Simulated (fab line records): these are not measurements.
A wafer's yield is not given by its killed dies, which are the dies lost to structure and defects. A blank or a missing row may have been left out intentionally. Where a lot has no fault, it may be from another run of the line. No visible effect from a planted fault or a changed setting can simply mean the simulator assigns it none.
Chamber matching / flow n5Finfet / rieDiel-06 running N5_PMOS_HMC_CHANNEL_EPI_HM_OPEN_15: 4 sister chambers
The step chemistry CHF3/O2, target SiO2, target depth 40.6 nm, time 20.3 s. 4 wafers are shown with their chamber, then 10 later ones without.

== WAFERS, EACH WITH ITS CHAMBER ==
wafer=L079.4; chamber=1; showerheadPlenumPTorr (Torr)=2.52
wafer=L084.6; chamber=3; showerheadPlenumPTorr (Torr)=2.37
wafer=L088.1; chamber=0; showerheadPlenumPTorr (Torr)=2.48
wafer=L088.2; chamber=2; showerheadPlenumPTorr (Torr)=2.31

== WAFERS WHOSE CHAMBER IS MISSING ==
wafer=L088.5; showerheadPlenumPTorr (Torr)=2.36
wafer=L089.1; showerheadPlenumPTorr (Torr)=2.30
wafer=L089.4; showerheadPlenumPTorr (Torr)=2.48
wafer=L089.5; showerheadPlenumPTorr (Torr)=2.36
wafer=L093.3; showerheadPlenumPTorr (Torr)=2.30
wafer=L093.5; showerheadPlenumPTorr (Torr)=2.51
wafer=L093.6; showerheadPlenumPTorr (Torr)=2.30
wafer=L095.1; showerheadPlenumPTorr (Torr)=2.48
wafer=L095.4; showerheadPlenumPTorr (Torr)=2.30
wafer=L095.6; showerheadPlenumPTorr (Torr)=2.36

== EACH ONE'S CHAMBER ==
wafer=L088.5; from the rows above=3; in truth=3
wafer=L089.1; from the rows above=2; in truth=2
wafer=L089.4; from the rows above=0; in truth=0
wafer=L089.5; from the rows above=3; in truth=3
wafer=L093.3; from the rows above=2; in truth=2
wafer=L093.5; from the rows above=1; in truth=1
wafer=L093.6; from the rows above=2; in truth=2
wafer=L095.1; from the rows above=0; in truth=0
wafer=L095.4; from the rows above=2; in truth=2
wafer=L095.6; from the rows above=3; in truth=3
10 of 10 placed correctly. From these rows, 0 cannot be placed. Number placed wrongly: 0.
How it was worked out, from the rows above alone: a wafer's distance from a chamber is the root of the sum, over the readings, of the square of ((its reading less the chamber's mean) divided by the reading's scatter). If the next closest chamber is less than 2 further off than the closest, the wafer can't be placed; otherwise it belongs to the closest. A chamber's mean is the mean of its shown wafers. The scatter: with one shown wafer a chamber, the root of the mean of the squares of how far each hidden wafer lies from its nearest shown one.
